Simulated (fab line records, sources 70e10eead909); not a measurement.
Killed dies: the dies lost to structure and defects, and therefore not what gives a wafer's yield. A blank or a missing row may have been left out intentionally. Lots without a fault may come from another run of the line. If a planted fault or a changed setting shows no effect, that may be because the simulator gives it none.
Check for tools in common || flow nandHarc || 11 lots, 33 wafers sampled

== REASON FOR OPENING ==
Flagged at NHARC_P_GATE_CD_MEAS_26: reading cdNm, on 1 of 11 lots. Wafers without a fault read 120.1 nm, standard deviation 0.56.
Rule: a lot gets a flag if all its wafers with a number sit over 4 standard deviations from that mean, or if no wafer of it has a number. All remaining lots are regarded as sound.

{"lot": "L561", "measured": "day 5 01:41", "on": "cdSem-01", "cdNm (nm), wafer by wafer": "119.7 120.0 120.0", "flag": ""}
{"lot": "L562", "measured": "day 5 12:02", "on": "cdSem-03", "cdNm (nm), wafer by wafer": "120.4 119.7 120.4", "flag": ""}
{"lot": "L565", "measured": "day 6 12:37", "on": "cdSem-01", "cdNm (nm), wafer by wafer": "121.1 119.8 120.3", "flag": ""}
{"lot": "L567", "measured": "day 7 05:59", "on": "cdSem-03", "cdNm (nm), wafer by wafer": "120.3 119.1 119.9", "flag": ""}
{"lot": "L568", "measured": "day 7 20:38", "on": "cdSem-02", "cdNm (nm), wafer by wafer": "119.4 118.8 119.9", "flag": ""}
{"lot": "L572", "measured": "day 9 18:59", "on": "cdSem-03", "cdNm (nm), wafer by wafer": "108.8 108.7 108.7", "flag": "FLAGGED"}
{"lot": "L575", "measured": "day 11 08:30", "on": "cdSem-03", "cdNm (nm), wafer by wafer": "119.7 120.4 119.2", "flag": ""}
{"lot": "L580", "measured": "day 12 22:40", "on": "cdSem-03", "cdNm (nm), wafer by wafer": "120.6 119.4 120.6", "flag": ""}
{"lot": "L581", "measured": "day 13 13:05", "on": "cdSem-01", "cdNm (nm), wafer by wafer": "119.8 120.6 119.7", "flag": ""}
{"lot": "L583", "measured": "day 14 00:43", "on": "cdSem-01", "cdNm (nm), wafer by wafer": "120.0 120.5 120.3", "flag": ""}
{"lot": "L584", "measured": "day 14 12:34", "on": "cdSem-03", "cdNm (nm), wafer by wafer": "121.0 119.9 118.8", "flag": ""}
On average the flagged lots' numbers are 108.7 nm, which is -11.4 nm against the usual, or -20 standard deviations.

== LOT BY LOT: THE TOOL USED ==
3 process steps preceding the reading are held in the record, out of 1302 steps in the route. Cell contents, in order: the tool; ch with the chambers the sampled wafers went through; the start.
{"lot": "L561", "flag": "", "NHARC_P_STI_ETCH_31": "rieDiel-07 ch 1,3, day 5 00:28 or earlier", "NHARC_P_GATE_HM_DEP_102": "aclDep-03 ch 0, day 5 00:28", "NHARC_P_GATE_EXPOSE_23": "arfiScanner-03 ch 0, day 5 01:34"}
{"lot": "L562", "flag": "", "NHARC_P_STI_ETCH_31": "rieDiel-12 ch 1,3, day 5 10:49 or earlier", "NHARC_P_GATE_HM_DEP_102": "aclDep-03 ch 0, day 5 10:49", "NHARC_P_GATE_EXPOSE_23": "arfiScanner-03 ch 0, day 5 11:54"}
{"lot": "L565", "flag": "", "NHARC_P_STI_ETCH_31": "rieDiel-07 ch 0,2,3, day 6 11:43 or earlier", "NHARC_P_GATE_HM_DEP_102": "aclDep-03 ch 0, day 6 11:43", "NHARC_P_GATE_EXPOSE_23": "arfiScanner-01 ch 0, day 6 12:29"}
{"lot": "L567", "flag": "", "NHARC_P_STI_ETCH_31": "rieDiel-07 ch 1,2, day 7 04:53 or earlier", "NHARC_P_GATE_HM_DEP_102": "aclDep-01 ch 0, day 7 04:53", "NHARC_P_GATE_EXPOSE_23": "arfiScanner-01 ch 0, day 7 05:50"}
{"lot": "L568", "flag": "", "NHARC_P_STI_ETCH_31": "rieDiel-12 ch 2,3, day 7 19:26 or earlier", "NHARC_P_GATE_HM_DEP_102": "aclDep-03 ch 0, day 7 19:26", "NHARC_P_GATE_EXPOSE_23": "arfiScanner-01 ch 0, day 7 20:30"}
{"lot": "L572", "flag": "FLAGGED", "NHARC_P_STI_ETCH_31": "rieDiel-12 ch 1,3, day 9 17:53 or earlier", "NHARC_P_GATE_HM_DEP_102": "aclDep-01 ch 0, day 9 17:53", "NHARC_P_GATE_EXPOSE_23": "arfiScanner-03 ch 0, day 9 18:52"}
{"lot": "L575", "flag": "", "NHARC_P_STI_ETCH_31": "rieDiel-02 ch 0,2,3, day 11 07:03 or earlier", "NHARC_P_GATE_HM_DEP_102": "aclDep-01 ch 0, day 11 07:03", "NHARC_P_GATE_EXPOSE_23": "arfiScanner-01 ch 0, day 11 08:22"}
{"lot": "L580", "flag": "", "NHARC_P_STI_ETCH_31": "rieDiel-12 ch 0,1,2, day 12 21:28 or earlier", "NHARC_P_GATE_HM_DEP_102": "aclDep-03 ch 0, day 12 21:28", "NHARC_P_GATE_EXPOSE_23": "arfiScanner-01 ch 0, day 12 22:32"}
{"lot": "L581", "flag": "", "NHARC_P_STI_ETCH_31": "rieDiel-02 ch 2,3, day 13 11:45 or earlier", "NHARC_P_GATE_HM_DEP_102": "aclDep-01 ch 0, day 13 11:45", "NHARC_P_GATE_EXPOSE_23": "arfiScanner-03 ch 0, day 13 12:56"}
{"lot": "L583", "flag": "", "NHARC_P_STI_ETCH_31": "rieDiel-02 ch 0,1,2, day 13 23:18 or earlier", "NHARC_P_GATE_HM_DEP_102": "aclDep-01 ch 0, day 13 23:18", "NHARC_P_GATE_EXPOSE_23": "arfiScanner-01 ch 0, day 14 00:35"}
{"lot": "L584", "flag": "", "NHARC_P_STI_ETCH_31": "rieDiel-02 ch 0,2,3, day 14 11:14 or earlier", "NHARC_P_GATE_HM_DEP_102": "aclDep-01 ch 0, day 14 11:14", "NHARC_P_GATE_EXPOSE_23": "arfiScanner-03 ch 0, day 14 12:26"}
What these steps do:
- NHARC_P_STI_ETCH_31: etches the open film in CF4/CHF3, target depth 108.9 nm, time 54.5 s.
- NHARC_P_GATE_HM_DEP_102: deposits aC, target thk 120 nm.
- NHARC_P_GATE_EXPOSE_23: exposes mask P GATE, target cd 120 nm.
- NHARC_P_GATE_CD_MEAS_26: target cd 120 nm.

== FLAGGED OVER TOTAL, TOOL BY TOOL (the gauges that took the reading come last) ==
{"step": "NHARC_P_STI_ETCH_31", "tool": "rieDiel-02", "lots run": 4, "flagged": 0, "share of the flagged lots": "none", "sound lots run after its first flagged lot": "-"}
{"step": "NHARC_P_STI_ETCH_31", "tool": "rieDiel-07", "lots run": 3, "flagged": 0, "share of the flagged lots": "none", "sound lots run after its first flagged lot": "-"}
{"step": "NHARC_P_STI_ETCH_31", "tool": "rieDiel-12", "lots run": 4, "flagged": 1, "share of the flagged lots": "all", "sound lots run after its first flagged lot": "1 (L580)"}
{"step": "NHARC_P_GATE_HM_DEP_102", "tool": "aclDep-01", "lots run": 6, "flagged": 1, "share of the flagged lots": "all", "sound lots run after its first flagged lot": "4 (L575,L581,L583,L584)"}
{"step": "NHARC_P_GATE_HM_DEP_102", "tool": "aclDep-03", "lots run": 5, "flagged": 0, "share of the flagged lots": "none", "sound lots run after its first flagged lot": "-"}
{"step": "NHARC_P_GATE_EXPOSE_23", "tool": "arfiScanner-01", "lots run": 6, "flagged": 0, "share of the flagged lots": "none", "sound lots run after its first flagged lot": "-"}
{"step": "NHARC_P_GATE_EXPOSE_23", "tool": "arfiScanner-03", "lots run": 5, "flagged": 1, "share of the flagged lots": "all", "sound lots run after its first flagged lot": "2 (L581,L584)"}
{"step": "NHARC_P_GATE_CD_MEAS_26", "tool": "cdSem-01", "lots run": 4, "flagged": 0, "share of the flagged lots": "none", "sound lots run after its first flagged lot": "-"}
{"step": "NHARC_P_GATE_CD_MEAS_26", "tool": "cdSem-02", "lots run": 1, "flagged": 0, "share of the flagged lots": "none", "sound lots run after its first flagged lot": "-"}
{"step": "NHARC_P_GATE_CD_MEAS_26", "tool": "cdSem-03", "lots run": 6, "flagged": 1, "share of the flagged lots": "all", "sound lots run after its first flagged lot": "3 (L575,L580,L584)"}
With no start given for some of its lots, NHARC_P_STI_ETCH_31 uses the hours and lot order of NHARC_P_GATE_HM_DEP_102.

== THE TABLE: WHAT IT ALLOWS ==
4 rows of the table ran every flagged lot: rieDiel-12 at NHARC_P_STI_ETCH_31, aclDep-01 at NHARC_P_GATE_HM_DEP_102, arfiScanner-03 at NHARC_P_GATE_EXPOSE_23, cdSem-03 at NHARC_P_GATE_CD_MEAS_26.
- rieDiel-12 at NHARC_P_STI_ETCH_31: 1 of its 4 lots flagged. Sound lots ran on it after the first flagged one (L580), which a lasting fault on the whole tool wouldn't allow.
- aclDep-01 at NHARC_P_GATE_HM_DEP_102: 1 of its 6 lots flagged. Sound lots ran on it after the first flagged one (L575, L581, L583, L584), which a lasting fault on the whole tool wouldn't allow.
- arfiScanner-03 at NHARC_P_GATE_EXPOSE_23: 1 of its 5 lots flagged. Sound lots ran on it after the first flagged one (L581, L584), which a lasting fault on the whole tool wouldn't allow.
- cdSem-03 at NHARC_P_GATE_CD_MEAS_26: 1 of its 6 lots flagged. Sound lots ran on it after the first flagged one (L575, L580, L584), which a lasting fault on the whole tool wouldn't allow.
No row of the table ran every flagged lot and no sound lot after the first.

== WHAT HAD BEEN PUT IN BY THE SIMULATOR ==
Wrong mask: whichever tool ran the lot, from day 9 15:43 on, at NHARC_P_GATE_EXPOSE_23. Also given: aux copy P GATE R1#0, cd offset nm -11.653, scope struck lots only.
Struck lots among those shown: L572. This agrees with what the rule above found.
